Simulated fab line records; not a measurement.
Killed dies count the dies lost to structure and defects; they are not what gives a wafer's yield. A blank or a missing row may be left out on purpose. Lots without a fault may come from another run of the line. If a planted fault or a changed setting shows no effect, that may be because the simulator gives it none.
fab line records    flow nandHarc
record lots=5  wafers=14  lastDay=32
route steps=1302 shown P_M1@299 END@1302
lots with no fault: from the same line, run without faults
startH: hours from the record's opening day to when the first of the lot's shown wafers began    waitH: hours elapsed since this lot's preceding step    " same as the row above    L1.1+2: several wafers, shown together as one row    - value missing, or start not given    * or withheld: withheld    < > ~ a bound
route shown NAME@n: names a module that has steps shown in the file, with the first one's number in the route    usual: mean/standard deviation of fault-free wafers    same: alike in all rows    chamber/n: place in a boat    sites: per-site readings    _std_site: standard deviation of those values    _edge_site: the outer-site mean with the inner-site mean subtracted    radiusMm: for every site, how far away it sits from the centre of the wafer    mask NAME#n: copy n    behind: the most recent tool/chamber to have shaped the wafer    hold: the reason the lot was held/the length of the hold in hours/how it ended    device: transistor that didn't switch, given as n, p or np    end of line: the same wafers' tests at the end of the route    step lacking rows: just its recipe    killed: the dies lost at the first sort to structure and to defects; this is not the yield of the wafer    map: dies across one wafer; x = killed, . = not, _ = none there
set.NAME: the setting as run; set.NAME@STEP: as run at that earlier step    model.NAME: the simulator's own value behind a step, which no gauge read
lots at some steps of the route; a table a step, a row a wafer
services: when a tool's chamber went out of use (startH, in hours from the record's first day, below 0 if earlier), for how many hours, and the reason
## steps
# step NHARC_P_M1_ETCH_35
# recipe targetDepthA=400  overetchA=120  timeS=43.94  ionEnergyEv=200  n2FlowSccm=150  h2FlowSccm=150  arFlowSccm=0  rfW=400  biasW=150  chemistry=N2/H2
# step NHARC_P_M1_ETCH_15
# recipe targetDepthA=1825  timeS=91.2  c4f8FlowSccm=withheld  arFlowSccm=400  rfW=600  biasW=300  chemistry=C4F8/Ar
# usual oesProductAu=0.953/0.021  rfVppV=440.3/2.9
lot.wafer  tool        chamber  startH  waitH  oesProductAu  rfHoursCounterH  rfVppV
L593.2     rieDiel-09  0        -       -      0.958         1                442.9
L593.4     "           1        "       "      0.930         1                438.5
L593.3     "           2        "       "      0.951         1                444.4
L596.3     rieDiel-06  1        -       -      0.967         5                436.5
L596.6     "           2        "       "      0.968         -                441.1
L596.5     "           0        "       "      0.956         -                440.0
L599.4     rieDiel-09  1        -       -      0.956         6                437.5
L599.1     "           2        "       "      0.978         5                445.9
L599.5     "           0        "       "      0.958         -                443.7
L605.1     rieDiel-09  1        -       -      0.948         9                438.6
L605.3     "           2        "       "      0.976         9                444.7
L605.5     "           3        "       "      0.981         -                439.8
L609.2     rieDiel-06  0        -       -      0.957         1                439.7
L609.4     "           1        "       "      0.971         1                437.4
# step NHARC_P_M1_CD_MEAS_16
# usual cdNm=130.4/0.96
lot.wafer  tool      chamber  startH  waitH  cdNm
L593.2     cdSem-02  -        180.33  -      131.3
L593.3     "         -        "       "      129.3
L593.4     "         -        "       "      130.6
L596.3     cdSem-03  -        206.43  -      130.9
L596.5     "         -        "       "      129.9
L596.6     "         -        "       "      129.4
L599.1     cdSem-01  -        239.35  -      130.5
L599.4     "         -        "       "      130.7
L599.5     "         -        "       "      131.8
L605.1     cdSem-03  -        292.81  -      130.9
L605.3     "         -        "       "      129.0
L605.5     "         -        "       "      129.5
L609.2     cdSem-03  -        330.64  -      129.6
L609.4     "         -        "       "      128.4
# step NHARC_P_M1_STRIP_18
# recipe powerW=1000  n2FlowSccm=150  h2FlowSccm=150  arFlowSccm=0  biasW=0  chemistry=N2/H2
# usual drypumpMotorCurrentA=5.4/0.38  oesProductAu=1.000/0.0096  rfVppV=90.8/0.97  showerheadPlenumPTorr=2.03/0.1  throttleValvePct=14.171/0.0093
lot.wafer  tool        chamber  startH  waitH  drypumpMotorCurrentA  oesProductAu  rfHoursCounterH  rfVppV  showerheadPlenumPTorr  throttleValvePct
L593.2     rieDiel-06  1        180.40  0.1    5.4                   0.995         3                89.5    1.89                   14.192
L593.4     "           2        "       "      5.6                   0.999         3                91.9    2.04                   14.186
L593.3     "           0        "       "      5.2                   1.003         3                90.4    1.97                   14.159
L596.3     rieDiel-09  0        206.52  0.1    4.9                   1.011         2                88.8    2.14                   14.167
L596.6     "           3        "       "      5.6                   1.015         -                91.4    2.00                   14.164
L596.5     "           0        "       "      4.9                   0.996         -                91.0    2.14                   14.166
L599.1     rieDiel-06  0        239.45  0.1    5.2                   0.994         9                91.2    1.97                   14.185
L599.4     "           2        "       "      5.6                   1.008         8                90.1    2.04                   14.175
L599.5     "           0        "       "      5.1                   0.993         -                90.0    1.97                   14.155
L605.1     rieDiel-06  3        292.94  0.1    5.5                   0.988         10               89.2    1.89                   14.167
L605.3     "           0        "       "      5.2                   0.996         13               91.8    1.97                   14.170
L605.5     "           2        "       "      5.6                   1.002         -                90.6    2.04                   14.168
L609.4     rieDiel-01  0        330.71  0.1    5.4                   1.002         34               92.0    2.06                   14.171
L609.2     "           1        "       "      6.2                   0.999         41               91.8    2.19                   14.178
# step NHARC_P_M1_ETCH_28
# recipe targetDepthA=300  overEtchFrac=0.3  timeS=72.99  ionEnergyEv=150  cf4FlowSccm=50  n2FlowSccm=100  arFlowSccm=150  rfW=300  biasW=100  chemistry=CF4/N2
# usual drypumpMotorCurrentA=5.3/0.38  oesProductAu=1.000/0.0094  rfVppV=313.9/2.4  showerheadPlenumPTorr=2.61/0.12  throttleValvePct=19.795/0.0094
lot.wafer  tool        chamber  startH  waitH  drypumpMotorCurrentA  oesProductAu  rfHoursCounterH  rfVppV  showerheadPlenumPTorr  throttleValvePct
L593.4     rieDiel-06  2        -       -      5.6                   0.988         3                313.3   2.63                   19.790
L593.3     "           3        "       "      5.5                   0.999         2                310.8   2.45                   19.798
L593.2     "           0        "       "      5.2                   1.000         3                312.6   2.54                   19.795
L596.3     rieDiel-09  2        -       -      4.7                   1.003         3                317.6   2.79                   19.771
L596.5     "           2        "       "      4.6                   0.991         -                318.1   2.79                   19.779
L596.6     "           3        "       "      5.7                   1.005         -                312.5   2.58                   19.790
L599.4     rieDiel-06  2        -       -      5.6                   1.002         8                314.2   2.63                   19.796
L599.1     "           3        "       "      5.5                   1.003         7                312.8   2.45                   19.808
L599.5     "           2        "       "      5.6                   1.001         -                313.6   2.63                   19.787
L605.3     rieDiel-06  1        -       -      5.4                   1.010         14               310.5   2.45                   19.790
L605.1     "           0        "       "      5.1                   0.998         13               313.0   2.54                   19.784
L605.5     "           1        "       "      5.4                   1.009         -                311.5   2.45                   19.789
L609.2     rieDiel-01  3        -       -      5.1                   1.001         36               314.9   2.61                   19.793
L609.4     "           0        "       "      5.4                   1.007         34               314.9   2.65                   19.796
# step NHARC_P_M1_STRIP_19
# recipe timeS=600  tempC=30  chemistry=postEtchResidueRemover
# step NHARC_P_M1_DEGAS_29
# recipe tempC=250  timeS=60
# step NHARC_P_M1_PRE_CLEAN_30
# recipe timeS=30  tempC=280  gas=H2/He
# usual heaterPowerW=394/39
lot.wafer  tool           chamber  startH  waitH  heaterPowerW
L593.4     pvdSputter-02  -        -       -      385
L593.3     "              -        "       "      419
L593.2     "              -        "       "      401
L596.3     pvdSputter-02  -        -       -      321
L596.6     "              -        "       "      373
L596.5     "              -        "       "      420
L599.4     pvdSputter-02  -        -       -      394
L599.1     "              -        "       "      315
L599.5     "              -        "       "      385
L605.1     pvdSputter-01  -        -       -      429
L605.3     "              -        "       "      422
L605.5     "              -        "       "      404
L609.2     pvdSputter-01  -        -       -      413
L609.4     "              -        "       "      395
# step NHARC_P_M1_PVD_20
# recipe targetThkA=50  biasV=168.6  powerW=15000  chamberPressurePa=0.12  timeS=8.06  substrateTempC=50  material=TaN
# usual throttleValvePct=29.8/0.99
lot.wafer  tool           chamber  startH  waitH  throttleValvePct
L593.3     pvdSputter-02  -        -       -      29.5
L593.4     "              -        "       "      28.1
L593.2     "              -        "       "      29.3
L596.3     pvdSputter-02  -        -       -      29.3
L596.5     "              -        "       "      28.2
L596.6     "              -        "       "      31.0
L599.1     pvdSputter-02  -        -       -      28.3
L599.4     "              -        "       "      30.9
L599.5     "              -        "       "      28.1
L605.1     pvdSputter-01  -        -       -      31.0
L605.3     "              -        "       "      30.2
L605.5     "              -        "       "      31.2
L609.4     pvdSputter-01  -        -       -      30.0
L609.2     "              -        "       "      29.9
# step NHARC_P_M1_PVD_21
# recipe targetThkA=300  chamberPressurePa=5  powerW=5000  substrateTempC=30  timeS=20.49  material=Cu
# step NHARC_P_M1_ECD_22
# recipe targetThkA=4000  bathTempC=25  material=Cu
# step NHARC_P_M1_ANNEAL_31
# recipe tempC=225  timeS=90
# step NHARC_P_M1_CMP_23
# recipe tOverpolishS=20  targetThkNm=157.82
# usual motorCurrentA=12.5/1.5  timeToEndpointS=28.7/2.6
lot.wafer  tool    chamber  startH  waitH  motorCurrentA  timeToEndpointS
L593.3     cmp-04  2        182.29  -      12.5           23.0
L593.2     "       3        "       "      10.1           26.5
L593.4     "       0        "       "      13.1           28.1
L596.3     cmp-02  2        208.36  -      11.8           33.5
L596.6     "       3        "       "      12.6           31.0
L596.5     "       0        "       "      13.3           31.6
L599.4     cmp-01  1        241.20  -      13.1           28.5
L599.1     "       2        "       "      10.6           27.5
L599.5     "       3        "       "      14.6           28.8
L605.3     cmp-02  0        294.61  -      13.2           28.3
L605.1     "       3        "       "      11.5           27.9
L605.5     "       1        "       "      12.0           28.0
L609.2     cmp-01  0        332.50  -      12.8           27.1
L609.4     "       1        "       "      13.3           14.5
# step NHARC_P_M1_THK_MEAS_24
# recipe thkMeasGauge=xrf
# usual thkNm=158.0/1.6
lot.wafer  tool          chamber  startH  waitH  thkNm
L593.2     filmMetro-01  -        182.58  -      156.2
L593.3     "             -        "       "      158.2
L593.4     "             -        "       "      158.2
L596.3     filmMetro-02  -        208.59  -      159.5
L596.5     "             -        "       "      158.5
L596.6     "             -        "       "      158.6
L599.1     filmMetro-01  -        241.46  -      158.1
L599.4     "             -        "       "      158.1
L599.5     "             -        "       "      157.7
L605.1     filmMetro-02  -        294.92  -      157.2
L605.3     "             -        "       "      157.7
L605.5     "             -        "       "      158.3
L609.2     filmMetro-01  -        332.76  -      160.5
L609.4     "             -        "       "      152.2
# step NHARC_P_M1_SRD_25
# step NHARC_END_SORT_01
# recipe tempC=25
# usual defectLimitedYield=91/3.5  killedAtArray=59/24  killedAtOther=0.7/1.2  killedAtPeriphery=3.5/2.6  killedDies=63/24  killedOpen=3.2/2.1  killedShort=2.4/1.5
# same grossDies=677
lot.wafer  tool       chamber  startH  waitH  defectLimitedYield[%]  killedAtArray  killedAtOther  killedAtPeriphery  killedDies  killedOpen  killedShort
L596.3     prober-02  0        662.50  3.1    88                     79             1              1                  81          3           1
L596.5     prober-02  0        664.11  3.7    87                     83             0              2                  85          1           2
L596.6     prober-02  0        664.92  4.0    89                     71             1              2                  74          3           2
L599.1     prober-02  0        681.41  2.5    93                     48             0              1                  49          2           4
L599.4     prober-02  0        683.83  3.4    92                     49             0              3                  52          2           3
L599.5     prober-02  0        684.64  3.7    94                     39             0              1                  40          5           1
# killed by level:class
L596.3 A_SLIT:chamberFilmFlake=33 A_CHANNEL_HOLE_D1:chamberFilmFlake=32 A_CHANNEL_HOLE_D2:chamberFilmFlake=9 A_ONON_D2:geometricParticle:open=1 A_WL_FILL:geometricParticle:short=1 A_CONTACT:geometricParticle:open=1 A_M0:geometricParticle:open=1 P_ZERO_WELL:chamberFilmFlake=1
L596.5 A_SLIT:chamberFilmFlake=36 A_CHANNEL_HOLE_D1:chamberFilmFlake=35 A_CHANNEL_HOLE_D2:chamberFilmFlake=9 P_CONTACT:geometricParticle:open=1 A_CHANNEL_FILL_D1:geometricParticle:short=1 A_CONTACT:geometricParticle:short=1 P_ZERO_WELL:chamberFilmFlake=1 A_CONTACT:chamberFilmFlake=1
L596.6 A_CHANNEL_HOLE_D1:chamberFilmFlake=29 A_SLIT:chamberFilmFlake=25 A_CHANNEL_HOLE_D2:chamberFilmFlake=8 A_WL_FILL:geometricParticle:open=2 A_CONTACT:chamberFilmFlake=2 A_SOURCE_PLATE:geometricParticle:short=1 A_ONON_D2:geometricParticle:short=1 A_M1:geometricParticle:open=1
L599.1 A_SLIT:chamberFilmFlake=33 A_CHANNEL_HOLE_D1:chamberFilmFlake=5 A_CHANNEL_HOLE_D2:chamberFilmFlake=2 A_STAIRCASE:chamberFilmFlake=2 P_M1:geometricParticle:open=1 A_CHANNEL_HOLE_D1:geometricParticle:short=1 A_DECK1_JOINT:geometricParticle:short=1 A_ONON_D2:geometricParticle:open=1
L599.4 A_SLIT:chamberFilmFlake=32 A_CHANNEL_HOLE_D1:chamberFilmFlake=8 A_ONON_D1:geometricParticle:short=2 A_CHANNEL_HOLE_D2:chamberFilmFlake=2 A_STAIRCASE:chamberFilmFlake=2 P_GATE:geometricParticle:open=1 P_CONTACT:geometricParticle:open=1 A_CHANNEL_FILL_D1:geometricParticle:short=1
L599.5 A_SLIT:chamberFilmFlake=20 A_CHANNEL_HOLE_D1:chamberFilmFlake=4 A_CONTACT:chamberFilmFlake=4 A_STAIRCASE:chamberFilmFlake=3 A_DECK1_JOINT:chamberFilmFlake=2 P_M2:geometricParticle:short=1 A_ONON_D1:geometricParticle:open=1 A_DECK1_JOINT:geometricParticle:open=1
## services
tool           chamber  startH  hours  kind
pvdSputter-01  -        158.82  4.2    repair
pvdSputter-02  -        182.78  3.9    repair
cmp-01         -        185.50  4.0    pm
pvdSputter-02  -        187.20  6.1    repair
rieDiel-01     -        203.94  9.0    pm
cmp-02         -        223.10  3.2    repair
pvdSputter-01  -        228.92  10.0   pm
cmp-04         -        231.26  4.0    pm
cmp-04         -        236.19  1.7    repair
cmp-02         -        239.89  4.0    pm
rieDiel-09     0        248.79  25.1   repair
rieDiel-01     3        250.72  2.8    repair
cmp-04         -        251.14  1.1    repair
pvdSputter-02  -        261.18  5.4    repair
rieDiel-06     3        262.29  2.4    repair
rieDiel-01     0        280.65  21.0   repair
rieDiel-09     -        280.83  1.6    repair
pvdSputter-02  -        282.00  10.0   pm
cmp-01         -        283.59  4.0    pm
rieDiel-06     2        298.93  3.7    repair
rieDiel-06     -        307.20  9.0    pm
rieDiel-01     2        318.76  8.3    repair
rieDiel-09     -        320.10  9.0    pm
pvdSputter-01  -        320.58  4.4    repair
## key
firstSign step=NHARC_P_M1_CMP_23  reading=timeToEndpointS  direction=down  sigmas=5.5  usual=*  struck=*
effect step=NHARC_P_M1_THK_MEAS_24  reading=thkNm  direction=down  sigmas=3.7  usual=158.0  struck=152.2
metAt NHARC_P_M1_CMP_23
struckWafers L609.4
onsetBetween 241.20 332.50
fault kind=processParameterDrift  tool=cmp-01  chamber=-  onsetH=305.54  steps=NHARC_P_M1_CMP_23  channel=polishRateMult  offset=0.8  shape=step  endH=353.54  scope=struckWafersOnly
